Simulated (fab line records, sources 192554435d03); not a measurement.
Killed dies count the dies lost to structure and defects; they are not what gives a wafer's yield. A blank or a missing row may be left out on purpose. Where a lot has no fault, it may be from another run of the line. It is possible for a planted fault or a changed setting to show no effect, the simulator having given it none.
fab line records	flow n5_finfet
record: lots: 5	wafers: 14	last_day: 17
route steps=1938 shown BEOL_M3@959 BEOL_M4@1111 PASSIVATION@1936
lots that met no fault: from a run of the same line without faults
start_h: start of the lot's first displayed wafer, in hours after the record's first day	wait_h: time in hours since the lot's previous step	" unchanged from the row above	L1.1+2: a row that stands for several wafers	- no value present, or no start provided	* or withheld: withheld	< > ~ a bound
route shown NAME@n: names a module that has steps shown in the file, with the first one's number in the route	usual: mean/standard deviation taken from wafers without a fault	same: alike in all rows	chamber/n: place in a boat	sites: the reading at each site	_std_site: how widely they spread, as a standard deviation	_edge_site: mean of outer sites minus mean of inner sites	radius_mm: for every site, how far away it sits from the centre of the wafer	mask NAME#n: copy n	behind: the tool/chamber that last shaped the wafer	hold: reason for holding the lot/hours on hold/outcome of the hold	device: the transistor (n, p or np) that didn't switch	end of line: tests of these same wafers at the route's end	step lacking rows: just its recipe	killed: dies lost to structure and defects at the first sort, not the wafer's yield	map: dies across one wafer; x = killed, . = not, _ = none there
set.NAME: setting as actually run; set.NAME@STEP: the setting as run at that earlier step	model.NAME: the simulator's own value behind a step, which no gauge read
lots at some steps of the route; a table a step, a row a wafer
services: a tool's chamber out of use, with start hour (start_h, from the record's first day; less than 0 if before it), hours out, and reason
== steps ==
step: N5_BEOL_M3_COAT_76
recipe: resist: underlayer	temp_c: 205	time_s: 60	spin_rpm: 1500	resist_thk_nm: 5
step: N5_BEOL_M3_COAT_22
recipe: resist: CAR-EUV	spin_rpm: 1500	resist_thk_nm: 30
step: N5_BEOL_M3_EBR_24
recipe: solvent: PGMEA	ebr_width_mm: 1.5
step: N5_BEOL_M3_SOFTBAKE_23
recipe: temp_c: 110	time_s: 60	resist: CAR-EUV
step: N5_BEOL_M3_EXPOSE_25
recipe: mask_id: V2	na: 0.33	source_shape: quasar	sigma_inner: 0.2	sigma_outer: 0.8	polarization: unpolarized	defocus_nm: 5	dose_mj: 63
step: N5_BEOL_M3_PEB_26
recipe: peb_temp_c: 100	peb_time_s: 60	resist: CAR-EUV
step: N5_BEOL_M3_DEVELOP_27
recipe: develop_time_s: 30	developer: TMAH	resist: CAR-EUV	rinse_liquid: surfactant_rinse	dry: air_spin	dev_temp_c: 23
step: N5_BEOL_M3_DESCUM_33
recipe: chemistry: O2	time_s: 7	source_power_w: 50	bias_power_w: 20	pressure_mtorr: 20	rf_frequency_hz: 2.712e+07	temp_c: 40	resist: CAR-EUV	o2_flow_sccm: 225
step: N5_BEOL_M3_ETCH_77
recipe: chemistry: N2/H2	target: underlayer	target_depth_a: 65	mask_material: CAR-EUV	time_s: 5.2	ion_energy_ev: 200	pressure_mtorr: 30	source_w: 840	bias_w: 150	n2_flow_sccm: 200	h2_flow_sccm: 200	ends: cleared
step: N5_BEOL_M3_ETCH_69
recipe: chemistry: CF4	target: SiARC	target_depth_a: 156	mask_material: CAR-EUV	time_s: 26	ion_energy_ev: 80	pressure_mtorr: 40	source_w: 545	bias_w: 36	Ar_flow_sccm: 100	cf4_flow_sccm: 100	ends: cleared
usual: bias_w: 36.00/0.11	cf4_flow_sccm: 100.01/0.3	drypump_motor_current_A: 5.9/0.34	etch_rf_on_time_s: 25.8/0.47	oes_product_au: 0.67/0.08	rf_vpp_V: 184.1/0.92	showerhead_plenum_p_Torr: 2.16/0.04	throttle_valve_pct: 15.64/0.24
lot.wafer	tool	chamber	start_h	wait_h	bias_w	cf4_flow_sccm	drypump_motor_current_A	etch_rf_on_time_s	oes_product_au	rf_hours_counter_h	rf_vpp_V	showerhead_plenum_p_Torr	throttle_valve_pct
L882.1	rie_diel-05	1	196.92	0.0	-	-	-	-	-	-	-	-	-
L882.3	"	3	"	"	-	-	-	-	-	-	-	-	-
L882.6	"	2	"	"	-	-	-	-	-	-	-	-	-
L884.2	rie_diel-01	2	197.87	0.0	-	-	-	-	-	-	-	-	-
L884.3	"	1	"	"	-	-	-	-	-	-	-	-	-
L884.4	"	2	"	"	-	-	-	-	-	-	-	-	-
L883.1	rie_diel-02	0	198.40	0.0	-	-	-	-	-	-	-	-	-
L883.4	"	2	"	"	-	-	-	-	-	-	-	-	-
L887.1	rie_diel-02	2	233.21	0.0	35.85	100.03	6.3	24.7	0.79	24	184.3	2.18	15.60
L887.4	"	1	"	"	36.08	100.32	6.3	25.3	0.62	191	182.8	2.13	15.89
L887.6	"	0	"	"	36.05	99.87	5.4	25.7	0.67	-	184.8	2.16	15.57
L896.3	rie_diel-01	0	284.59	0.0	36.03	100.28	6.3	25.8	0.79	22	184.6	2.19	15.16
L896.5	"	1	"	"	36.03	100.29	5.9	25.8	0.80	-	183.1	2.11	15.31
L896.6	"	0	"	"	36.05	100.23	6.3	25.9	0.78	-	185.1	2.19	15.15
step: N5_BEOL_M3_ALD_98
recipe: material: SiO2	target_thk_a: 25	temp_c: 100	ald_precursor_family: BDEAS	ald_co_reactant: O2-plasma	pulse_time_s: 1	co_reactant_pulse_time_s: 1	purge_time_s: 2	co_reactant_purge_time_s: 2	ald_cycles: 17	pressure_torr: 2
step: N5_BEOL_M3_ETCHBACK_99
recipe: chemistry: CHF3	target: SiO2	target_depth_a: 50	time_s: 10.4	source_w: 215	bias_w: 47	Ar_flow_sccm: 200	CHF3_flow_sccm: 12	ion_energy_ev: 100	pressure_mtorr: 30
usual: drypump_motor_current_A: 5.9/0.33	oes_product_au: 0.79/0.084	rf_vpp_V: 241.0/2.1	showerhead_plenum_p_Torr: 2.17/0.039	throttle_valve_pct: 17.08/0.21
same: time_s: 10.4
lot.wafer	tool	chamber	start_h	wait_h	drypump_motor_current_A	oes_product_au	rf_hours_counter_h	rf_vpp_V	showerhead_plenum_p_Torr	throttle_valve_pct
L882.1	rie_diel-05	3	197.58	0.2	6.0	0.27	226	240.7	2.22	17.06
L882.3	"	0	"	"	6.1	0.33	47	238.8	2.19	17.13
L882.6	"	3	"	"	6.0	0.27	-	241.2	2.22	17.08
L884.2	rie_diel-01	3	201.44	3.4	5.8	0.30	119	241.7	2.07	17.24
L884.3	"	1	"	"	5.9	0.25	237	239.3	2.12	17.12
L884.4	"	2	"	"	5.5	0.26	-	245.6	2.21	17.32
L883.1	rie_diel-02	3	201.90	3.4	5.6	0.27	152	240.6	2.15	16.83
L883.4	"	1	"	"	6.3	0.27	182	242.6	2.14	17.30
L887.1	rie_diel-05	3	237.06	3.7	6.0	0.69	238	241.8	2.21	17.14
L887.4	"	2	"	"	5.5	0.80	80	244.4	2.17	16.96
L887.6	"	0	"	"	6.1	0.86	-	237.0	2.19	17.16
L896.3	rie_diel-05	0	284.80	0.1	6.1	0.84	74	239.5	2.18	17.20
L896.5	"	0	"	"	6.1	0.84	-	237.0	2.18	17.20
L896.6	"	1	"	"	5.9	0.84	-	240.4	2.18	16.76
step: N5_BEOL_M3_ETCH_70
recipe: chemistry: N2/H2	target: SOC	target_depth_a: 800	overetch_a: 160	mask_material: SiARC	temp_c: 40	time_s: 120	ion_energy_ev: 200	pressure_mtorr: 30	source_w: 840	bias_w: 150	n2_flow_sccm: 200	h2_flow_sccm: 200
usual: bias_w: 150.0/0.45	chamber_pressure_mTorr: 30.001/0.027	drypump_motor_current_A: 5.9/0.33	oes_product_au: 0.60/0.06	rf_vpp_V: 524.5/1.4	showerhead_plenum_p_Torr: 2.57/0.045	throttle_valve_pct: 17.84/0.25
same: time_s: 120
lot.wafer	tool	chamber	start_h	wait_h	bias_w	chamber_pressure_mTorr	drypump_motor_current_A	oes_product_au	rf_hours_counter_h	rf_vpp_V	showerhead_plenum_p_Torr	throttle_valve_pct
L882.1	rie_diel-05	3	197.62	0.0	150.3	30.020	6.0	0.26	226	527.4	2.63	17.84
L882.3	"	0	"	"	150.0	29.981	6.1	0.32	47	525.3	2.59	17.86
L882.6	"	3	"	"	150.1	29.971	6.0	0.27	-	526.0	2.63	17.83
L884.2	rie_diel-01	3	201.47	0.0	149.6	30.014	5.8	0.30	119	522.2	2.45	18.03
L884.3	"	1	"	"	149.7	30.013	5.9	0.26	237	523.8	2.51	17.77
L884.4	"	2	"	"	149.9	29.975	5.5	0.26	-	524.2	2.62	18.13
L883.1	rie_diel-02	3	201.94	0.0	150.5	30.058	5.6	0.27	152	523.9	2.54	17.57
L883.4	"	1	"	"	149.9	29.956	6.4	0.27	182	523.7	2.53	18.14
L887.1	rie_diel-05	3	237.10	0.0	149.5	30.000	6.1	0.53	238	527.1	2.62	17.90
L887.4	"	2	"	"	149.4	30.044	5.5	0.61	80	523.7	2.58	17.75
L887.6	"	0	"	"	150.2	30.001	6.1	0.66	-	525.2	2.58	17.92
L896.3	rie_diel-05	0	284.83	0.0	149.7	29.976	6.1	0.63	74	524.7	2.58	17.95
L896.5	"	0	"	"	150.1	30.027	6.1	0.63	-	525.3	2.58	17.96
L896.6	"	1	"	"	150.5	30.033	5.9	0.65	-	524.8	2.57	17.41
step: N5_BEOL_M4_RC_MEAS_101
usual: DIBL_N: 36.4/1.4	DIBL_P: 36.3/1.8	IOFF_N: 0.163/0.024	IOFF_P: 0.21/0.034	ION_N: 673/11	ION_P: 461/7.4	SS_N: 71.6/0.52	SS_P: 73.3/0.58	VT_N: 249.4/2.5	VT_P: -250/3.5
lot.wafer	tool	chamber	start_h	wait_h	DIBL_N[mV/V]	DIBL_P[mV/V]	IOFF_N[nA/um]	IOFF_P[nA/um]	ION_N[uA/um]	ION_P[uA/um]	SS_N[mV/dec]	SS_P[mV/dec]	VT_N[mV]	VT_P[mV]
L887.1	prober-01	0	255.18	0.0	37.1	37.2	0.172	0.24	684	469	72.0	72.5	247.0	-248
L887.4	"	0	"	"	36.9	37.4	0.172	0.24	667	462	71.6	72.9	248.6	-248
L887.6	"	0	"	"	36.9	37.1	0.165	0.24	683	476	71.8	73.1	248.9	-244
L896.3	prober-02	0	300.44	0.3	36.6	32.3	0.148	0.16	665	447	71.3	72.9	253.0	-256
L896.5	"	0	"	"	36.6	33.5	0.160	0.18	679	456	71.4	73.5	248.1	-256
L896.6	"	0	"	"	35.2	31.7	0.131	0.16	664	454	71.5	73.3	250.8	-254
step: N5_PASSIVATION_PROBE_49
usual: defect_limited_yield: 91.4/1.6	killed_at_M0_to_M3: 34/12	killed_at_M4_up: 13/5.2	killed_at_contacts: 11/5.5	killed_at_front_end: 40/13	killed_at_other: 3.4/2.7	killed_dies: 102/19	killed_on_rim: 13/4.3	killed_open: 66/15	killed_short: 33/7.9	sort_bin_5_function: 5.1/1.1	sort_bin_6_memory: 3.2/0.7	sort_n_pass: 1078/19	sort_yield_pct: 91.4/1.6
same: gross_dies: 1180	killed_at_back_side: 0	sort_bin_4_leakage[%]: 0	sort_bin_8_speed[%]: 0
lot.wafer	tool	chamber	start_h	wait_h	defect_limited_yield[%]	killed_at_M0_to_M3	killed_at_M4_up	killed_at_contacts	killed_at_front_end	killed_at_other	killed_dies	killed_on_rim	killed_open	killed_short	sort_bin_5_function[%]	sort_bin_6_memory[%]	sort_n_pass	sort_yield_pct[%]
L882.1	prober-02	-	311.21	0.0	0	1105	33	13	27	2	1180	152	59	31	97.0	2.5	0	0
L882.3	prober-02	-	311.31	0.1	0	1110	18	8	31	13	1180	152	64	29	96.3	3.6	0	0
L882.6	prober-02	-	311.46	0.3	0	1136	18	6	14	6	1180	152	39	18	97.8	2.1	0	0
L884.2	prober-02	-	321.72	0.1	0	1116	7	8	46	3	1180	152	72	24	97.2	2.7	0	0
L884.4	prober-02	-	321.82	0.2	0	1113	6	9	45	7	1180	152	70	28	96.4	3.0	0	0
L883.1	prober-02	-	328.00	0.0	0	1120	9	6	44	1	1180	152	73	29	96.1	3.5	0	0
L883.4	prober-02	-	328.15	0.2	0	1126	7	10	33	4	1180	152	55	27	96.9	2.9	0	0
killed by level:class
L882.1 BEOL_M3:area_etch=1089 BEOL_M4:geometric_particle:open=19 MOL_CONTACT_COAG:geometric_particle:open=11 BEOL_M0_SAQP:geometric_particle:short=7 STI_FIN_REVEAL:geometric_particle:open=5 GATE_CUT:geometric_particle:short=4 BEOL_M0_SAQP:geometric_particle:open=4 STARTING-WAFER:geometric_particle:short=4
L882.3 BEOL_M3:area_etch=1085 STI_FIN_REVEAL:geometric_particle:open=8 MOL_CONTACT_COAG:geometric_particle:open=8 BEOL_M0_SAQP:geometric_particle:open=7 FIN_SAQP:geometric_particle:short=5 BEOL_M0_SAQP:geometric_particle:short=5 BEOL_M1:geometric_particle:open=5 BEOL_M6:geometric_particle:open=5
L882.6 BEOL_M3:area_etch=1118 BEOL_M0_SAQP:geometric_particle:open=7 BEOL_M4:geometric_particle:open=6 MOL_CONTACT_COAG:geometric_particle:open=5 FIN_SAQP:geometric_particle:open=4 BEOL_M0_SAQP:geometric_particle:short=4 STI_FIN_REVEAL:geometric_particle:open=3 GATE_CUT:geometric_particle:short=3
L884.2 BEOL_M3:area_etch=1083 STI_FIN_REVEAL:geometric_particle:open=12 FIN_SAQP:geometric_particle:open=9 BEOL_M0_SAQP:geometric_particle:open=8 BEOL_M2:geometric_particle:open=8 MOL_CONTACT_COAG:geometric_particle:open=7 BEOL_M0:geometric_particle:open=5 FIN_SAQP:geometric_particle:short=4
L884.4 BEOL_M3:area_etch=1081 STI_FIN_REVEAL:geometric_particle:open=20 BEOL_M0_SAQP:geometric_particle:open=9 MOL_CONTACT_COAG:geometric_particle:open=8 BEOL_M0_SAQP:geometric_particle:short=8 BEOL_M2:geometric_particle:open=7 STARTING-WAFER:geometric_particle:open=6 FIN_SAQP:geometric_particle:short=5
L883.1 BEOL_M3:area_etch=1077 FIN_SAQP:geometric_particle:short=15 BEOL_M2:geometric_particle:open=12 STI_FIN_REVEAL:geometric_particle:open=10 BEOL_M1:geometric_particle:open=9 BEOL_M3:geometric_particle:open=8 GATE_CUT:geometric_particle:open=6 MOL_CONTACT_COAG:geometric_particle:open=6
L883.4 BEOL_M3:area_etch=1096 STI_FIN_REVEAL:geometric_particle:open=11 MOL_CONTACT_COAG:geometric_particle:open=9 BEOL_M0_SAQP:geometric_particle:open=8 GATE_CUT:geometric_particle:short=7 BEOL_M2:geometric_particle:open=7 FIN_SAQP:geometric_particle:short=4 BEOL_M1:geometric_particle:open=4
map L882.1 (x killed, . not)
_________________xxxxxxxxxxxx________________
______________xxxxxxxxxxxxxxxxxx_____________
___________xxxxxxxxxxxxxxxxxxxxxxxx__________
__________xxxxxxxxxxxxxxxxxxxxxxxxxx_________
________xxxxxxxxxxxxxxxxxxxxxxxxxxxxxx_______
_______xxxxxxxxxxxxxxxxxxxxxxxxxxxxxxxx______
______xxxxxxxxxxxxxxxxxxxxxxxxxxxxxxxxxx_____
_____xxxxxxxxxxxxxxxxxxxxxxxxxxxxxxxxxxxx____
____xxxxxxxxxxxxxxxxxxxxxxxxxxxxxxxxxxxxxx___
___xxxxxxxxxxxxxxxxxxxxxxxxxxxxxxxxxxxxxxxx__
___xxxxxxxxxxxxxxxxxxxxxxxxxxxxxxxxxxxxxxxx__
__xxxxxxxxxxxxxxxxxxxxxxxxxxxxxxxxxxxxxxxxxx_
__xxxxxxxxxxxxxxxxxxxxxxxxxxxxxxxxxxxxxxxxxx_
_xxxxxxxxxxxxxxxxxxxxxxxxxxxxxxxxxxxxxxxxxxxx
_xxxxxxxxxxxxxxxxxxxxxxxxxxxxxxxxxxxxxxxxxxxx
_xxxxxxxxxxxxxxxxxxxxxxxxxxxxxxxxxxxxxxxxxxxx
_xxxxxxxxxxxxxxxxxxxxxxxxxxxxxxxxxxxxxxxxxxxx
_xxxxxxxxxxxxxxxxxxxxxxxxxxxxxxxxxxxxxxxxxxxx
_xxxxxxxxxxxxxxxxxxxxxxxxxxxxxxxxxxxxxxxxxxxx
_xxxxxxxxxxxxxxxxxxxxxxxxxxxxxxxxxxxxxxxxxxxx
_xxxxxxxxxxxxxxxxxxxxxxxxxxxxxxxxxxxxxxxxxxxx
__xxxxxxxxxxxxxxxxxxxxxxxxxxxxxxxxxxxxxxxxxx_
__xxxxxxxxxxxxxxxxxxxxxxxxxxxxxxxxxxxxxxxxxx_
___xxxxxxxxxxxxxxxxxxxxxxxxxxxxxxxxxxxxxxxx__
___xxxxxxxxxxxxxxxxxxxxxxxxxxxxxxxxxxxxxxxx__
____xxxxxxxxxxxxxxxxxxxxxxxxxxxxxxxxxxxxxx___
_____xxxxxxxxxxxxxxxxxxxxxxxxxxxxxxxxxxxx____
______xxxxxxxxxxxxxxxxxxxxxxxxxxxxxxxxxx_____
_______xxxxxxxxxxxxxxxxxxxxxxxxxxxxxxxx______
________xxxxxxxxxxxxxxxxxxxxxxxxxxxxxx_______
__________xxxxxxxxxxxxxxxxxxxxxxxxxx_________
___________xxxxxxxxxxxxxxxxxxxxxxxx__________
______________xxxxxxxxxxxxxxxxxx_____________
_________________xxxxxxxxxxxx________________
map L883.1 (x killed, . not)
_________________xxxxxxxxxxxx________________
______________xxxxxxxxxxxxxxxxxx_____________
___________xxxxxxxxxxxxxxxxxxxxxxxx__________
__________xxxxxxxxxxxxxxxxxxxxxxxxxx_________
________xxxxxxxxxxxxxxxxxxxxxxxxxxxxxx_______
_______xxxxxxxxxxxxxxxxxxxxxxxxxxxxxxxx______
______xxxxxxxxxxxxxxxxxxxxxxxxxxxxxxxxxx_____
_____xxxxxxxxxxxxxxxxxxxxxxxxxxxxxxxxxxxx____
____xxxxxxxxxxxxxxxxxxxxxxxxxxxxxxxxxxxxxx___
___xxxxxxxxxxxxxxxxxxxxxxxxxxxxxxxxxxxxxxxx__
___xxxxxxxxxxxxxxxxxxxxxxxxxxxxxxxxxxxxxxxx__
__xxxxxxxxxxxxxxxxxxxxxxxxxxxxxxxxxxxxxxxxxx_
__xxxxxxxxxxxxxxxxxxxxxxxxxxxxxxxxxxxxxxxxxx_
_xxxxxxxxxxxxxxxxxxxxxxxxxxxxxxxxxxxxxxxxxxxx
_xxxxxxxxxxxxxxxxxxxxxxxxxxxxxxxxxxxxxxxxxxxx
_xxxxxxxxxxxxxxxxxxxxxxxxxxxxxxxxxxxxxxxxxxxx
_xxxxxxxxxxxxxxxxxxxxxxxxxxxxxxxxxxxxxxxxxxxx
_xxxxxxxxxxxxxxxxxxxxxxxxxxxxxxxxxxxxxxxxxxxx
_xxxxxxxxxxxxxxxxxxxxxxxxxxxxxxxxxxxxxxxxxxxx
_xxxxxxxxxxxxxxxxxxxxxxxxxxxxxxxxxxxxxxxxxxxx
_xxxxxxxxxxxxxxxxxxxxxxxxxxxxxxxxxxxxxxxxxxxx
__xxxxxxxxxxxxxxxxxxxxxxxxxxxxxxxxxxxxxxxxxx_
__xxxxxxxxxxxxxxxxxxxxxxxxxxxxxxxxxxxxxxxxxx_
___xxxxxxxxxxxxxxxxxxxxxxxxxxxxxxxxxxxxxxxx__
___xxxxxxxxxxxxxxxxxxxxxxxxxxxxxxxxxxxxxxxx__
____xxxxxxxxxxxxxxxxxxxxxxxxxxxxxxxxxxxxxx___
_____xxxxxxxxxxxxxxxxxxxxxxxxxxxxxxxxxxxx____
______xxxxxxxxxxxxxxxxxxxxxxxxxxxxxxxxxx_____
_______xxxxxxxxxxxxxxxxxxxxxxxxxxxxxxxx______
________xxxxxxxxxxxxxxxxxxxxxxxxxxxxxx_______
__________xxxxxxxxxxxxxxxxxxxxxxxxxx_________
___________xxxxxxxxxxxxxxxxxxxxxxxx__________
______________xxxxxxxxxxxxxxxxxx_____________
_________________xxxxxxxxxxxx________________
== services ==
tool	chamber	start_h	hours	kind
rie_diel-02	3	191.01	10.1	repair
rie_diel-01	0	196.11	-	clean
rie_diel-01	0	196.11	-	consumable_replace:focus_ring
rie_diel-01	0	196.11	21.7	scheduled_down
rie_diel-01	0	196.11	21.7	vent_cycle
rie_diel-05	1	210.89	6.7	repair
rie_diel-01	1	233.89	-	clean
rie_diel-01	1	233.89	-	consumable_replace:focus_ring
rie_diel-01	1	233.89	18.3	scheduled_down
rie_diel-01	1	233.89	18.3	vent_cycle
rie_diel-02	-	275.29	0.6	repair
rie_diel-05	3	281.88	-	clean
rie_diel-05	3	281.88	-	consumable_replace:focus_ring
rie_diel-05	3	281.88	15.8	scheduled_down
rie_diel-05	3	281.88	15.8	vent_cycle
== key ==
first_sign: step: N5_BEOL_M3_ETCH_69	reading: tool_record	direction: missing
effect: step: N5_BEOL_M3_ETCHBACK_99	reading: oes_product_au	direction: down	sigmas: 6.2	usual: 0.79	struck: 0.28
effect: step: N5_BEOL_M3_ETCH_70	reading: oes_product_au	direction: down	sigmas: 5.5	usual: 0.60	struck: 0.28
effect: step: N5_PASSIVATION_PROBE_49	reading: killed_at_M0_to_M3	direction: up	sigmas: 91	usual: 34	struck: 1118
more_kills_born_at: N5_BEOL_M3_ETCH_69@rie_diel-05: 3292	N5_BEOL_M3_ETCH_69@rie_diel-02: 2173	N5_BEOL_M3_ETCH_69@rie_diel-01: 2164
met_at N5_BEOL_M3_ETCH_69
struck_wafers L882.1,L882.3,L882.6,L883.1,L883.4,L884.2,L884.3,L884.4
rows_end L884.3
later_rows_left_out L882.1,L882.3,L882.6,L883.1,L883.4,L884.2,L884.4
fault: kind: skipped_step_whole	tool: rie_diel-01,rie_diel-02,rie_diel-05	chamber: -	onset_h: 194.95	steps: N5_BEOL_M3_ETCH_69	scope: struck_lots_only
later_rows_left_out: the simulator's readings of these wafers behind a module that went badly wrong aren't trusted and aren't shown, but for the sort
rows_end: these wafers met a further fault down the route, and their rows from its step on are left out
